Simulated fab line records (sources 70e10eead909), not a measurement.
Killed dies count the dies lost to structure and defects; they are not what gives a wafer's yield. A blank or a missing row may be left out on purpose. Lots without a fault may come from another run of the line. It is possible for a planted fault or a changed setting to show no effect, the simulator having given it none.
Commonality check across tools | flow nand-harc | Sample size 13 lots and 39 wafers

REASON IT WAS OPENED
At NHARC_A_ONON_D1_THK_MEAS_05 the reading thk-nm is flagged on 2 of 13 lots. Fault-free wafers read 999 nm, with a standard deviation of 10.
Rule: a lot is flagged when every wafer of it that has a number lies more than 4 standard deviations from that mean, or none has a number. All remaining lots are regarded as sound.

lot  | measured     | on            | thk-nm (nm), wafer by wafer | flag
L435 | day 7 07:00  | film-metro-02 | 1012 1015 1016              |
L436 | day 7 07:01  | film-metro-01 | 998 996 998                 |
L438 | day 8 07:33  | film-metro-01 | 1008 1008 1011              |
L437 | day 8 07:35  | film-metro-02 | 1009 1010 1008              |
L439 | day 8 23:47  | film-metro-01 | 1025 1025 1026              |
L440 | day 8 23:47  | film-metro-02 | 994 996 995                 |
L442 | day 9 12:40  | film-metro-01 | 987 988 988                 |
L445 | day 9 19:18  | film-metro-01 | 998 996 995                 |
L446 | day 10 22:53 | film-metro-01 | 993 994 992                 |
L448 | day 10 23:01 | film-metro-01 | 1010 1010 1010              |
L447 | day 10 23:14 | film-metro-02 | 1001 1002 1003              |
L452 | day 11 19:06 | film-metro-01 | 1598 1597 1597              | FLAGGED
L455 | day 12 17:20 | film-metro-01 | 1580 1581 1580              | FLAGGED
On average the flagged lots' numbers are 1589 nm, which is +590 nm against the usual, or +59 standard deviations.

TOOL THAT RAN EACH LOT
The record holds 2 process steps before the reading, out of a route of 1159 steps. Cell contents, in order: the tool; ch with the chambers the sampled wafers went through; the start.
lot  | flag    | NHARC_P_M2_CMP_23             | NHARC_A_ONON_D1_DEP_03
L435 |         | cmp-02 ch 0,3, day 6 01:44    | pecvd-onon-03 ch 0, day 7 06:29
L436 |         | cmp-01 ch 0,2,3, day 6 02:43  | pecvd-onon-04 ch 0, day 7 06:37
L438 |         | cmp-02 ch 0,1,2, day 7 00:51  | pecvd-onon-01 ch 0, day 8 07:02
L437 |         | cmp-04 ch 0,1, day 7 00:44    | pecvd-onon-03 ch 0, day 8 07:11
L439 |         | cmp-04 ch 0,3, day 7 16:04    | pecvd-onon-04 ch 0, day 8 23:28
L440 |         | cmp-04 ch 0,2,3, day 7 15:19  | pecvd-onon-03 ch 0, day 8 23:17
L442 |         | cmp-01 ch 0,1,3, day 8 05:57  | pecvd-onon-03 ch 0, day 9 12:09
L445 |         | cmp-02 ch 0,1,3, day 8 14:00  | pecvd-onon-01 ch 0, day 9 18:51
L446 |         | cmp-01 ch 0,2,3, day 9 17:22  | pecvd-onon-03 ch 0, day 10 22:26
L448 |         | cmp-04 ch 1,2,3, day 9 16:29  | pecvd-onon-01 ch 0, day 10 22:31
L447 |         | cmp-02 ch 0,1,2, day 9 17:05  | pecvd-onon-03 ch 0, day 10 22:47
L452 | FLAGGED | cmp-04 ch 0,3, day 10 11:24   | pecvd-onon-03 ch 0, day 11 18:43
L455 | FLAGGED | cmp-01 ch 1,2,3, day 11 10:10 | pecvd-onon-03 ch 0, day 12 16:49
What is done by these steps:
- NHARC_P_M2_CMP_23: polishes, t overpolish 20 s, target thk 144.3 nm.
- NHARC_A_ONON_D1_DEP_03: target thk 1000 nm.
- NHARC_A_ONON_D1_THK_MEAS_05: measures by ellipsometry.

FLAGGED OVER TOTAL, TOOL BY TOOL (the gauges that took the reading come last)
step                        | tool          | lots run | flagged | share of the flagged lots | sound lots run after its first flagged lot
NHARC_P_M2_CMP_23           | cmp-01        | 4        | 1       | some                      | 0
NHARC_P_M2_CMP_23           | cmp-02        | 4        | 0       | none                      | -
NHARC_P_M2_CMP_23           | cmp-04        | 5        | 1       | some                      | 0
NHARC_A_ONON_D1_DEP_03      | pecvd-onon-01 | 3        | 0       | none                      | -
NHARC_A_ONON_D1_DEP_03      | pecvd-onon-03 | 8        | 2       | all                       | 0
NHARC_A_ONON_D1_DEP_03      | pecvd-onon-04 | 2        | 0       | none                      | -
NHARC_A_ONON_D1_THK_MEAS_05 | film-metro-01 | 9        | 2       | all                       | 0
NHARC_A_ONON_D1_THK_MEAS_05 | film-metro-02 | 4        | 0       | none                      | -

WHAT IS ALLOWED BY THE TABLE
Table rows that saw every flagged lot: 2, namely pecvd-onon-03 at NHARC_A_ONON_D1_DEP_03 and film-metro-01 at NHARC_A_ONON_D1_THK_MEAS_05.
- pecvd-onon-03 at NHARC_A_ONON_D1_DEP_03: 2 of its 8 lots flagged. Last sound lot L447 at day 10 22:47, first flagged lot L452 at day 11 18:43; a fault beginning in between fits.
- film-metro-01 at NHARC_A_ONON_D1_THK_MEAS_05: 2 of its 9 lots flagged. Last sound lot L448 at day 10 23:01, first flagged lot L452 at day 11 19:06; a fault beginning in between fits.
A lot count leaves these 2 tools indistinguishable: every one of them fits a fault beginning at some hour. More lots, or a look at what each step does to the wafer, might.

WHAT THE SIMULATOR PUT IN
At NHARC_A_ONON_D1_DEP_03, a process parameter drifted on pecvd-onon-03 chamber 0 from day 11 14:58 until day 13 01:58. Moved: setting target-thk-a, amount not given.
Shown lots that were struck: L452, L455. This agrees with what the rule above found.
